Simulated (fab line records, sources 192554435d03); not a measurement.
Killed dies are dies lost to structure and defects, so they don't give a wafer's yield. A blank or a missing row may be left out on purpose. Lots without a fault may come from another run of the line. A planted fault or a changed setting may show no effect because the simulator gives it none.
A struck lot beside a sound one | flow n5_finfet | 37 steps out of a route of 1938
Sound: wafers L359.4, L359.5, L359.6. Struck: wafers L346.1, L346.4. (L346.6 of the same lot was not struck and is left out.) The cause comes at the end.
At each step with rows: each side's tool, then ch and its chambers, then its first start. Under that, the readings that differ: sound wafers | struck wafers | difference of the means | sigmas: that difference in standard deviations of wafers without a fault.
alike: readings whose means differ by less than 2 such deviations, and words and numbers that are the same on both sides. not compared: withheld readings, readings that some wafer has no value for, bounds like >300 that may hide the same value, and numbers for which the record gives no deviation and whose values overlap.
The two part at a step that has a row with sigmas, a row that says differs or no value, or rows on one side only. Numbers that don't overlap but have no deviation are shown without sigmas and don't part them. A reading that every wafer of one side lacks parts them only if that side has two wafers or more.

first, 10 steps without rows for these wafers: N5_DUMMY_GATE_ETCH_44 (etches poly-Si in HBr/O2, stops on SiO2, target depth 127.5 nm); N5_DUMMY_GATE_ETCH_42 (etches SiO2 in CHF3/O2, target depth 3.5 nm, time 31 s); N5_DUMMY_GATE_STRIP_48 (strips in N2/H2, time 20 s); N5_DUMMY_GATE_PRECLEAN_33 (cleans in dHF, time 10 s); N5_DUMMY_GATE_PRECLEAN_25 (cleans in O3/DIW, time 45 s); N5_DUMMY_GATE_PRECLEAN_51 (cleans in SC2, time 45 s); N5_DUMMY_GATE_SRD_26 (time 30 s); N5_DUMMY_GATE_UV_OZONE_45 (time 120 s); N5_SPACER0_ALD_07 (deposits SiNx, target thk 2 nm); N5_SPACER0_ALD_00 (deposits SiOCN, target thk 3.5 nm, pulse time 3 s, purge time 2 s).
N5_SPACER0_ALD_08: deposits SiNx, target thk 2 nm.
  sound on ald_sin-04 ch 1,2,3, day 8 23:59; struck on ald_sin-04 ch 1,2, day 5 11:17
  reading                                  | sound | struck  | difference | sigmas
  model.SiNx_of_SPACER0_ALD_08.thk_nm (nm) | 2 2 2 | 1.2 1.2 | -0.8       |
  alike: heater_power_w
then, 18 steps without rows for these wafers: N5_SD_EPI_N_COAT_32 (time 60 s, resist thk 350 nm); N5_SD_EPI_N_COAT_33 (time 60 s, resist thk 35 nm); N5_SD_EPI_N_COAT_03 (resist thk 150 nm); N5_SD_EPI_N_EBR_05; N5_SD_EPI_N_SOFTBAKE_04 (time 60 s); N5_SD_EPI_N_EXPOSE_06 (exposes mask SD N BLK, target cd 120 nm); N5_SD_EPI_N_PEB_07 (peb time 60 s); N5_SD_EPI_N_DEVELOP_08 (develop time 30 s); N5_SD_EPI_N_DESCUM_14 (chemistry O2, time 7.9 s); N5_SD_EPI_N_ETCH_34 (etches SiARC in CF4, target depth 45.5 nm, time 75.8 s); N5_SD_EPI_N_ETCH_35 (etches SOC in N2/H2, overetch 108 nm, time 486 s); N5_SD_EPI_N_STRIP_36 (strips in N2/H2); N5_SD_EPI_N_ETCHBACK_44 (etches SiNx in CH3F/O2, stops on SiO2, target depth 14.5 nm); N5_SD_EPI_N_ETCH_45 (etches SiOCN in CH3F/O2, target depth 6 nm); N5_SD_EPI_N_ETCH_16 (etches SiO2 in CHF3/O2, target depth 5 nm); N5_SD_EPI_N_STRIP_47 (strips in CHF3/O2); N5_SD_EPI_N_SD_RECESS_17 (chemistry HBr/Cl2/O2, target depth 41 nm, time 23.7 s, bt time 3 s); N5_SD_EPI_N_STRIP_38 (strips in N2/H2).
N5_SD_EPI_N_WET_ETCH_43: etches SiO2 in dHF, time 14 s, target depth 1.5 nm.
  sound on wet_bench-01 ch 0,2,5, day 9 01:30; struck on wet_bench-01 ch 0,5, day 5 12:48
  reading                                  | sound       | struck  | difference | sigmas
  model.SiNx_of_SPACER0_ALD_08.thk_nm (nm) | 1.6 1.6 1.6 | 0.8 0.8 | -0.8       |
then, 5 steps without rows for these wafers: N5_SD_EPI_N_STRIP_18 (strips in SPM, time 750 s); N5_SD_EPI_N_SRD_20 (time 30 s); N5_SD_EPI_N_PRECLEAN_48 (cleans in NF3:NH3, afs cycles 2, time 20 s, sublimation time 60 s); N5_SD_EPI_N_VAPOR_ETCH_50 (etches Si in HCl, time 54 s); N5_SD_EPI_N_EPI_21 (deposits Si:P, time 690 s).
-- the record jumps here: 5 days lie between the struck wafers' starts before and after (it left off in module SD_EPI_N and takes up again in module BEOL_M4, whose first step shown is number 1111 of the route) --
N5_BEOL_M4_RC_MEAS_101:
  sound on prober-02 ch 0, day 14 08:32; struck on prober-01 ch 0, day 10 16:18
  reading            | sound             | struck      | difference | sigmas
  DIBL_N (mV/V)      | 37.1 35.9 38.2    | 41.0 40.9   | +3.9       | +3
  IOFF_P (nA/um)     | 0.22 0.20 0.26    | 0.29 0.30   | +0.07      | +2
  IOFF_P_LIN (nA/um) | 0.099 0.093 0.114 | 0.129 0.129 | +0.027     | +2
  ION_N (uA/um)      | 669 681 680       | 706 708     | +30        | +3
  ION_P (uA/um)      | 457 462 464       | 485 485     | +24        | +3
  REXT_N (ohm.um)    | 74.7 75.1 74.1    | 67.2 67.9   | -7.1       | -5
  REXT_P (ohm.um)    | 101.8 103.7 102.1 | 88.2 88.6   | -14.1      | -6
  VT_P_LVT (mV)      | -97.6 -98.3 -95.0 | -88.7 -89.2 | +8.0       | +3
  alike: DIBL_P, IOFF_N, IOFF_N_85C, IOFF_P_85C, SS_N, SS_P, VT_N, VT_P
-- the record jumps here: 4 days lie between the struck wafers' starts before and after (it left off in module BEOL_M4 and takes up again in module PASSIVATION, whose first step shown is number 1936 of the route) --
N5_PASSIVATION_PROBE_49:
  sound on prober-01, day 18 22:06; struck on prober-01, day 14 21:52
  reading                  | sound          | struck    | difference | sigmas
  defect_limited_yield (%) | 90.5 90.7 91.9 | 94.3 94.1 | +3.2       | +2
  killed_at_front_end      | 61 44 38       | 15 21     | -30        | -3
  killed_dies              | 112 110 95     | 67 70     | -37        | -2
  sort_bin_6_memory (%)    | 3.1 4.2 3.1    | 1.9 1.6   | -1.7       | -2
  sort_n_pass              | 1068 1070 1085 | 1113 1110 | +37        | +2
  sort_yield_pct (%)       | 90.5 90.7 91.9 | 94.3 94.1 | +3.2       | +2
  alike: killed_at_M0_to_M3, killed_at_M4_up, killed_at_contacts, killed_at_other, killed_open, killed_short, sort_bin_5_function
  not compared: sort_bin_4_leakage

WHERE THEY PART
First at N5_BEOL_M4_RC_MEAS_101; last, within this record, at N5_PASSIVATION_PROBE_49.

WHY: what the simulator had put in
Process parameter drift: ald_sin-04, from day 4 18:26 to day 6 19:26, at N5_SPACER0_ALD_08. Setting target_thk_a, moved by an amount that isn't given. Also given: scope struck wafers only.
